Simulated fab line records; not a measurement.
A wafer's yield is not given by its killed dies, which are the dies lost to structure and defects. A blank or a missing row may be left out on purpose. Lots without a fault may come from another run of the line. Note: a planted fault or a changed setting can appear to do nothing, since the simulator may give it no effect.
Matching of chambers || flow nand-harc || NHARC_A_M1_PRE_CLEAN_32 on pecvd-01 has 3 sister chambers
The step time 12 s. 3 wafers are shown with their chamber, then 10 later ones without.

== WAFERS, EACH WITH ITS CHAMBER ==
{"wafer": "L088.4", "chamber": 1, "heater-power-w (W)": 705}
{"wafer": "L093.1", "chamber": 0, "heater-power-w (W)": 635}
{"wafer": "L093.3", "chamber": 2, "heater-power-w (W)": 660}

== WAFERS WHOSE CHAMBER IS MISSING ==
{"wafer": "L093.5", "heater-power-w (W)": 672}
{"wafer": "L094.2", "heater-power-w (W)": 546}
{"wafer": "L094.5", "heater-power-w (W)": 585}
{"wafer": "L094.6", "heater-power-w (W)": 674}
{"wafer": "L096.2", "heater-power-w (W)": 519}
{"wafer": "L096.5", "heater-power-w (W)": 521}
{"wafer": "L096.6", "heater-power-w (W)": 663}
{"wafer": "L097.2", "heater-power-w (W)": 665}
{"wafer": "L097.3", "heater-power-w (W)": 624}
{"wafer": "L097.6", "heater-power-w (W)": 653}

== CHAMBER TAKEN BY EACH ==
{"wafer": "L093.5", "from the rows above": "can't be placed: 2 or 1 or 0", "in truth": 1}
{"wafer": "L094.2", "from the rows above": "can't be placed: 0 or 2 or 1", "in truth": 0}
{"wafer": "L094.5", "from the rows above": "can't be placed: 0 or 2 or 1", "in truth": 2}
{"wafer": "L094.6", "from the rows above": "can't be placed: 2 or 1 or 0", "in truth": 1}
{"wafer": "L096.2", "from the rows above": "can't be placed: 0 or 2 or 1", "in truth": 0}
{"wafer": "L096.5", "from the rows above": "can't be placed: 0 or 2 or 1", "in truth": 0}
{"wafer": "L096.6", "from the rows above": "can't be placed: 2 or 0 or 1", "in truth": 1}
{"wafer": "L097.2", "from the rows above": "can't be placed: 2 or 0 or 1", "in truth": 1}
{"wafer": "L097.3", "from the rows above": "can't be placed: 0 or 2 or 1", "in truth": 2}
{"wafer": "L097.6", "from the rows above": "can't be placed: 2 or 0 or 1", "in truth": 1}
Correct placement for 0 of the 10. Cannot be placed on the basis of these rows: 10; the candidates contain the true chamber in 10. Number placed wrongly: 0.
How it was worked out, from the rows above alone: a wafer's distance from a chamber is the root of the sum, over the readings, of the square of ((its reading less the chamber's mean) divided by the reading's scatter). The wafer belongs to the nearest chamber; if the next one is less than 2 further off, it can't be placed. For every chamber, the mean is computed from those of its wafers that are shown. The scatter: root of mean squared gap, hidden wafer to nearest shown wafer, with one shown wafer a chamber.
